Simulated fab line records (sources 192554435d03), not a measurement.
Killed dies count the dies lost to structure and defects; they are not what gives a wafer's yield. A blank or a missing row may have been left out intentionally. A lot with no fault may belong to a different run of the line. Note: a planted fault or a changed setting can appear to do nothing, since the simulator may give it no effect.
Which of the tools did it? + flow n5-finfet + 24 lots with 72 wafers sampled at 6 steps, on a route of 1938 steps

== WHAT THE GAUGES SHOWED, per wafer ==
The record lacks any reading of a measuring or inspecting step that a usual standard deviation could be used to judge.

== EACH LOT AND THE TOOL THAT RAN IT (in order: tool; ch and the chambers of the sampled wafers; start) ==
| lot  | N5_BEOL_M2_SPUTTER_79        | N5_BEOL_M2_SPUTTER_81        | N5_BEOL_M2_ANNEAL_89         | N5_BEOL_M2_ANNEAL_91         | N5_BEOL_M2_ANNEAL_95         | N5_BEOL_M3_DESCUM_33               |
|------|------------------------------|------------------------------|------------------------------|------------------------------|------------------------------|------------------------------------|
| L074 | pvd-sputter-02, day 6 18:55  | pvd-sputter-02, day 6 19:08  | pvd-sputter-02, day 6 19:40  | pvd-sputter-02, day 6 19:53  | pvd-sputter-02, day 6 20:19  | rie-diel-05 ch 0,1,3, day 6 23:44  |
| L075 | pvd-sputter-02, day 7 00:47  | pvd-sputter-02, day 7 01:01  | pvd-sputter-02, day 7 01:32  | pvd-sputter-02, day 7 01:45  | pvd-sputter-02, day 7 02:11  | rie-diel-05 ch 0,2,3, day 7 07:31  |
| L076 | pvd-sputter-03, day 7 14:47  | pvd-sputter-03, day 7 15:01  | pvd-sputter-03, day 7 15:32  | pvd-sputter-03, day 7 15:45  | pvd-sputter-03, day 7 16:11  | rie-diel-05 ch 1,3, day 7 20:42    |
| L077 | pvd-sputter-02, day 7 17:01  | pvd-sputter-02, day 7 17:14  | pvd-sputter-02, day 7 17:45  | pvd-sputter-02, day 7 17:58  | pvd-sputter-02, day 7 18:25  | rie-diel-05 ch 0,3, day 8 00:03    |
| L078 | pvd-sputter-01, day 7 22:05  | pvd-sputter-01, day 7 22:18  | pvd-sputter-01, day 7 22:49  | pvd-sputter-01, day 7 23:02  | pvd-sputter-01, day 7 23:29  | rie-diel-05 ch 1,2,3, day 8 05:08  |
| L079 | pvd-sputter-01, day 8 12:46  | pvd-sputter-01, day 8 12:59  | pvd-sputter-01, day 8 13:30  | pvd-sputter-01, day 8 13:43  | pvd-sputter-01, day 8 14:10  | rie-diel-03 ch 0,2, day 8 18:13    |
| L080 | pvd-sputter-02, day 8 14:22  | pvd-sputter-02, day 8 14:35  | pvd-sputter-02, day 8 15:06  | pvd-sputter-02, day 8 15:19  | pvd-sputter-02, day 8 15:46  | rie-diel-04 ch 0,2,3, day 8 19:16  |
| L081 | pvd-sputter-03, day 8 18:28  | pvd-sputter-03, day 8 18:41  | pvd-sputter-03, day 8 19:13  | pvd-sputter-03, day 8 19:26  | pvd-sputter-03, day 8 19:52  | rie-diel-04 ch 0,1,2, day 8 23:04  |
| L084 | pvd-sputter-01, day 9 01:17  | pvd-sputter-01, day 9 01:30  | pvd-sputter-01, day 9 02:01  | pvd-sputter-01, day 9 02:14  | pvd-sputter-01, day 9 02:41  | rie-diel-05 ch 1,3, day 9 07:38    |
| L082 | pvd-sputter-01, day 9 06:57  | pvd-sputter-01, day 9 07:10  | pvd-sputter-01, day 9 07:41  | pvd-sputter-01, day 9 07:55  | pvd-sputter-01, day 9 08:21  | rie-diel-05 ch 0,1, day 9 11:46    |
| L083 | pvd-sputter-02, day 9 07:55  | pvd-sputter-02, day 9 08:08  | pvd-sputter-02, day 9 08:40  | pvd-sputter-02, day 9 08:53  | pvd-sputter-02, day 9 09:19  | rie-diel-05 ch 0,2,3, day 9 12:39  |
| L085 | pvd-sputter-02, day 9 17:59  | pvd-sputter-02, day 9 18:13  | pvd-sputter-02, day 9 18:44  | pvd-sputter-02, day 9 18:57  | pvd-sputter-02, day 9 19:23  | rie-diel-04 ch 1,2,3, day 9 22:38  |
| L086 | pvd-sputter-01, day 9 23:13  | pvd-sputter-01, day 9 23:26  | pvd-sputter-01, day 9 23:58  | pvd-sputter-01, day 10 00:11 | pvd-sputter-01, day 10 00:37 | rie-diel-03 ch 1,3, day 10 04:43   |
| L087 | pvd-sputter-01, day 10 04:38 | pvd-sputter-01, day 10 04:52 | pvd-sputter-01, day 10 05:23 | pvd-sputter-01, day 10 05:36 | pvd-sputter-01, day 10 06:02 | rie-diel-05 ch 2,3, day 10 11:22   |
| L088 | pvd-sputter-03, day 10 14:42 | pvd-sputter-03, day 10 14:55 | pvd-sputter-03, day 10 15:26 | pvd-sputter-03, day 10 15:40 | pvd-sputter-03, day 10 16:06 | rie-diel-04 ch 0,1,3, day 10 19:49 |
| L089 | pvd-sputter-03, day 10 19:01 | pvd-sputter-03, day 10 19:14 | pvd-sputter-03, day 10 19:46 | pvd-sputter-03, day 10 19:59 | pvd-sputter-03, day 10 20:25 | rie-diel-05 ch 1,2,3, day 10 23:59 |
| L090 | pvd-sputter-01, day 10 19:53 | pvd-sputter-01, day 10 20:07 | pvd-sputter-01, day 10 20:38 | pvd-sputter-01, day 10 20:51 | pvd-sputter-01, day 10 21:17 | rie-diel-03 ch 1,2,3, day 11 00:37 |
| L091 | pvd-sputter-01, day 11 09:57 | pvd-sputter-01, day 11 10:10 | pvd-sputter-01, day 11 10:41 | pvd-sputter-01, day 11 10:55 | pvd-sputter-01, day 11 11:21 | rie-diel-03 ch 1,2,3, day 11 14:43 |
| L092 | pvd-sputter-03, day 11 15:02 | pvd-sputter-03, day 11 15:15 | pvd-sputter-03, day 11 15:46 | pvd-sputter-03, day 11 15:59 | pvd-sputter-03, day 11 16:26 | rie-diel-04 ch 0,3, day 11 20:43   |
| L093 | pvd-sputter-02, day 11 20:29 | pvd-sputter-02, day 11 20:43 | pvd-sputter-02, day 11 21:14 | pvd-sputter-02, day 11 21:27 | pvd-sputter-02, day 11 21:53 | rie-diel-05 ch 0,2, day 12 01:03   |
| L094 | pvd-sputter-02, day 11 23:50 | pvd-sputter-02, day 12 00:03 | pvd-sputter-02, day 12 00:34 | pvd-sputter-02, day 12 00:47 | pvd-sputter-02, day 12 01:14 | rie-diel-05 ch 0,1,3, day 12 05:42 |
| L095 | pvd-sputter-01, day 12 01:53 | pvd-sputter-01, day 12 02:07 | pvd-sputter-01, day 12 02:38 | pvd-sputter-01, day 12 02:51 | pvd-sputter-01, day 12 03:17 | rie-diel-03 ch 0,2,3, day 12 06:54 |
| L096 | pvd-sputter-01, day 12 15:05 | pvd-sputter-01, day 12 15:18 | pvd-sputter-01, day 12 15:49 | pvd-sputter-01, day 12 16:02 | pvd-sputter-01, day 12 16:29 | rie-diel-04 ch 0,1,3, day 12 20:08 |
| L097 | pvd-sputter-03, day 12 20:16 | pvd-sputter-03, day 12 20:29 | pvd-sputter-03, day 12 21:00 | pvd-sputter-03, day 12 21:13 | pvd-sputter-03, day 12 21:40 | rie-diel-05 ch 1,2, day 13 02:20   |
- N5_BEOL_M2_SPUTTER_79: material Cu, target thk 4.5 nm, time 8.29 s.
- N5_BEOL_M2_SPUTTER_81: material Cu, target thk 4.5 nm, time 8.29 s.
- N5_BEOL_M2_ANNEAL_89: time 240 s.
- N5_BEOL_M2_ANNEAL_91: time 240 s.
- N5_BEOL_M2_ANNEAL_95: time 240 s.
- N5_BEOL_M3_DESCUM_33: chemistry O2, time 7 s.

== AS READ BY THE TOOLS THEMSELVES (means over the sampled wafers that have a number; for cases with no such wafer, the mark the record gives instead) ==
N5_BEOL_M2_SPUTTER_79. Usual: throttle-valve-pct at 30.2 %, with a standard deviation of 1.1.
| lot  | tool           | throttle-valve-pct (%) | flag |
|------|----------------|------------------------|------|
| L074 | pvd-sputter-02 | 29.8                   |      |
| L075 | pvd-sputter-02 | 30.6                   |      |
| L076 | pvd-sputter-03 | 30.1                   |      |
| L077 | pvd-sputter-02 | 29.8                   |      |
| L078 | pvd-sputter-01 | 30.1                   |      |
| L079 | pvd-sputter-01 | 29.7                   |      |
| L080 | pvd-sputter-02 | 30.6                   |      |
| L081 | pvd-sputter-03 | 30.3                   |      |
| L084 | pvd-sputter-01 | 30.1                   |      |
| L082 | pvd-sputter-01 | 30.0                   |      |
| L083 | pvd-sputter-02 | 29.7                   |      |
| L085 | pvd-sputter-02 | 30.3                   |      |
| L086 | pvd-sputter-01 | 29.7                   |      |
| L087 | pvd-sputter-01 | 29.7                   |      |
| L088 | pvd-sputter-03 | 30.3                   |      |
| L089 | pvd-sputter-03 | 30.4                   |      |
| L090 | pvd-sputter-01 | 30.1                   |      |
| L091 | pvd-sputter-01 | 29.8                   |      |
| L092 | pvd-sputter-03 | 30.8                   |      |
| L093 | pvd-sputter-02 | 30.7                   |      |
| L094 | pvd-sputter-02 | 29.6                   |      |
| L095 | pvd-sputter-01 | 29.9                   |      |
| L096 | pvd-sputter-01 | 29.7                   |      |
| L097 | pvd-sputter-03 | 30.6                   |      |

N5_BEOL_M2_SPUTTER_81. Usual: throttle-valve-pct at 30.2 %, with a standard deviation of 1.1.
| lot  | tool           | throttle-valve-pct (%) | flag |
|------|----------------|------------------------|------|
| L074 | pvd-sputter-02 | 29.9                   |      |
| L075 | pvd-sputter-02 | 30.6                   |      |
| L076 | pvd-sputter-03 | 30.3                   |      |
| L077 | pvd-sputter-02 | 29.9                   |      |
| L078 | pvd-sputter-01 | 30.1                   |      |
| L079 | pvd-sputter-01 | 29.5                   |      |
| L080 | pvd-sputter-02 | 30.5                   |      |
| L081 | pvd-sputter-03 | 30.5                   |      |
| L084 | pvd-sputter-01 | 30.1                   |      |
| L082 | pvd-sputter-01 | 30.2                   |      |
| L083 | pvd-sputter-02 | 29.8                   |      |
| L085 | pvd-sputter-02 | 30.5                   |      |
| L086 | pvd-sputter-01 | 29.8                   |      |
| L087 | pvd-sputter-01 | 29.9                   |      |
| L088 | pvd-sputter-03 | 30.3                   |      |
| L089 | pvd-sputter-03 | 30.2                   |      |
| L090 | pvd-sputter-01 | 30.0                   |      |
| L091 | pvd-sputter-01 | 29.7                   |      |
| L092 | pvd-sputter-03 | 30.9                   |      |
| L093 | pvd-sputter-02 | 30.6                   |      |
| L094 | pvd-sputter-02 | 29.8                   |      |
| L095 | pvd-sputter-01 | 29.9                   |      |
| L096 | pvd-sputter-01 | 29.8                   |      |
| L097 | pvd-sputter-03 | 30.5                   |      |

N5_BEOL_M2_ANNEAL_89. Usual: heater-power-w at 760 W, with a standard deviation of 89.
| lot  | tool           | heater-power-w (W) | flag |
|------|----------------|--------------------|------|
| L074 | pvd-sputter-02 | 788                |      |
| L075 | pvd-sputter-02 | 800                |      |
| L076 | pvd-sputter-03 | 699                |      |
| L077 | pvd-sputter-02 | 779                |      |
| L078 | pvd-sputter-01 | 784                |      |
| L079 | pvd-sputter-01 | 630                |      |
| L080 | pvd-sputter-02 | 798                |      |
| L081 | pvd-sputter-03 | 746                |      |
| L084 | pvd-sputter-01 | 723                |      |
| L082 | pvd-sputter-01 | 684                |      |
| L083 | pvd-sputter-02 | 813                |      |
| L085 | pvd-sputter-02 | 812                |      |
| L086 | pvd-sputter-01 | 789                |      |
| L087 | pvd-sputter-01 | 637                |      |
| L088 | pvd-sputter-03 | 770                |      |
| L089 | pvd-sputter-03 | 735                |      |
| L090 | pvd-sputter-01 | 780                |      |
| L091 | pvd-sputter-01 | 699                |      |
| L092 | pvd-sputter-03 | 702                |      |
| L093 | pvd-sputter-02 | 771                |      |
| L094 | pvd-sputter-02 | 799                |      |
| L095 | pvd-sputter-01 | 775                |      |
| L096 | pvd-sputter-01 | 787                |      |
| L097 | pvd-sputter-03 | 696                |      |

N5_BEOL_M2_ANNEAL_91. Usual: heater-power-w at 762 W, with a standard deviation of 89.
| lot  | tool           | heater-power-w (W) | flag |
|------|----------------|--------------------|------|
| L074 | pvd-sputter-02 | 784                |      |
| L075 | pvd-sputter-02 | 806                |      |
| L076 | pvd-sputter-03 | 691                |      |
| L077 | pvd-sputter-02 | 788                |      |
| L078 | pvd-sputter-01 | 783                |      |
| L079 | pvd-sputter-01 | 645                |      |
| L080 | pvd-sputter-02 | 796                |      |
| L081 | pvd-sputter-03 | 747                |      |
| L084 | pvd-sputter-01 | 718                |      |
| L082 | pvd-sputter-01 | 676                |      |
| L083 | pvd-sputter-02 | 819                |      |
| L085 | pvd-sputter-02 | 808                |      |
| L086 | pvd-sputter-01 | 785                |      |
| L087 | pvd-sputter-01 | 646                |      |
| L088 | pvd-sputter-03 | 748                |      |
| L089 | pvd-sputter-03 | 748                |      |
| L090 | pvd-sputter-01 | 782                |      |
| L091 | pvd-sputter-01 | 694                |      |
| L092 | pvd-sputter-03 | 728                |      |
| L093 | pvd-sputter-02 | 764                |      |
| L094 | pvd-sputter-02 | 787                |      |
| L095 | pvd-sputter-01 | 779                |      |
| L096 | pvd-sputter-01 | 800                |      |
| L097 | pvd-sputter-03 | 710                |      |

N5_BEOL_M2_ANNEAL_95. Usual: heater-power-w at 761 W, with a standard deviation of 89.
| lot  | tool           | heater-power-w (W) | flag |
|------|----------------|--------------------|------|
| L074 | pvd-sputter-02 | 782                |      |
| L075 | pvd-sputter-02 | 809                |      |
| L076 | pvd-sputter-03 | 685                |      |
| L077 | pvd-sputter-02 | 788                |      |
| L078 | pvd-sputter-01 | 781                |      |
| L079 | pvd-sputter-01 | 636                |      |
| L080 | pvd-sputter-02 | 790                |      |
| L081 | pvd-sputter-03 | 761                |      |
| L084 | pvd-sputter-01 | 722                |      |
| L082 | pvd-sputter-01 | 683                |      |
| L083 | pvd-sputter-02 | 816                |      |
| L085 | pvd-sputter-02 | 800                |      |
| L086 | pvd-sputter-01 | 791                |      |
| L087 | pvd-sputter-01 | 632                |      |
| L088 | pvd-sputter-03 | 751                |      |
| L089 | pvd-sputter-03 | 751                |      |
| L090 | pvd-sputter-01 | 767                |      |
| L091 | pvd-sputter-01 | 689                |      |
| L092 | pvd-sputter-03 | 711                |      |
| L093 | pvd-sputter-02 | 771                |      |
| L094 | pvd-sputter-02 | 795                |      |
| L095 | pvd-sputter-01 | 774                |      |
| L096 | pvd-sputter-01 | 791                |      |
| L097 | pvd-sputter-03 | 704                |      |

N5_BEOL_M3_DESCUM_33. Usual: drypump-motor-current-A 5.7 A, standard deviation 0.46; oes-product-au 0.81 a.u., standard deviation 0.073; rf-vpp-V 243.4 V, standard deviation 1.6; showerhead-plenum-p-Torr 2.11 Torr, standard deviation 0.082; throttle-valve-pct 20.40 %, standard deviation 0.18.
| lot  | tool        | drypump-motor-current-A (A) | oes-product-au (a.u.) | rf-vpp-V (V) | showerhead-plenum-p-Torr (Torr) | throttle-valve-pct (%) | flag |
|------|-------------|-----------------------------|-----------------------|--------------|---------------------------------|------------------------|------|
| L074 | rie-diel-05 | 5.6                         | 0.83                  | 244.4        | 2.11                            | 20.37                  |      |
| L075 | rie-diel-05 | 5.7                         | 0.82                  | 243.7        | 2.11                            | 20.43                  |      |
| L076 | rie-diel-05 | 5.3                         | 0.77                  | 243.2        | 2.12                            | 20.27                  |      |
| L077 | rie-diel-05 | 5.6                         | 0.76                  | 243.2        | 2.06                            | 20.41                  |      |
| L078 | rie-diel-05 | 5.3                         | 0.81                  | 244.3        | 2.16                            | 20.29                  |      |
| L079 | rie-diel-03 | 5.9                         | 0.81                  | 242.9        | 2.10                            | 20.30                  |      |
| L080 | rie-diel-04 | 5.7                         | 0.74                  | 242.9        | 2.08                            | 20.31                  |      |
| L081 | rie-diel-04 | 5.5                         | 0.78                  | 242.8        | 2.09                            | 20.44                  |      |
| L084 | rie-diel-05 | 5.3                         | 0.76                  | 243.3        | 2.11                            | 20.28                  |      |
| L082 | rie-diel-05 | 5.6                         | 0.86                  | 244.0        | 2.15                            | 20.36                  |      |
| L083 | rie-diel-05 | 5.7                         | 0.80                  | 243.4        | 2.10                            | 20.45                  |      |
| L085 | rie-diel-04 | 5.4                         | 0.77                  | 242.0        | 2.06                            | 20.44                  |      |
| L086 | rie-diel-03 | 6.0                         | 0.85                  | 243.3        | 2.14                            | 20.48                  |      |
| L087 | rie-diel-05 | 5.4                         | 0.79                  | 243.7        | 2.16                            | 20.36                  |      |
| L088 | rie-diel-04 | 5.9                         | 0.76                  | 242.9        | 2.03                            | 20.51                  |      |
| L089 | rie-diel-05 | 5.3                         | 0.79                  | 245.1        | 2.16                            | 20.31                  |      |
| L090 | rie-diel-03 | 6.1                         | 0.82                  | 243.9        | 2.11                            | 20.37                  |      |
| L091 | rie-diel-03 | 6.1                         | 0.81                  | 243.5        | 2.11                            | 20.39                  |      |
| L092 | rie-diel-04 | 6.1                         | 0.72                  | 241.9        | 2.02                            | 20.40                  |      |
| L093 | rie-diel-05 | 5.8                         | 0.82                  | 244.2        | 2.15                            | 20.49                  |      |
| L094 | rie-diel-05 | 5.6                         | 0.89                  | 243.3        | 2.10                            | 20.31                  |      |
| L095 | rie-diel-03 | 5.9                         | 0.80                  | 244.1        | 2.13                            | 20.42                  |      |
| L096 | rie-diel-04 | 5.9                         | 0.75                  | 241.7        | 2.03                            | 20.53                  |      |
| L097 | rie-diel-05 | 5.3                         | 0.83                  | 245.2        | 2.20                            | 20.30                  |      |

== THE ANSWER, worked out from the rows above alone ==
Rule: take the mean of a lot's wafers that have a number; if it is more than 3 standard deviations from the usual mean, the lot is off. Also off: a lot with no number at a reading for which 4 or more lots have one. All remaining lots with rows at the step are treated as sound. First the gauges in route order, then the tools' own readings, where a lot's mean is used as printed above. At the first step where some lot is off, the reading lying furthest off is the one used; lots without a number count as furthest.
No lot is off at any reading shown: from this, nothing can be told.

== WHAT THE SIMULATOR PUT IN ==
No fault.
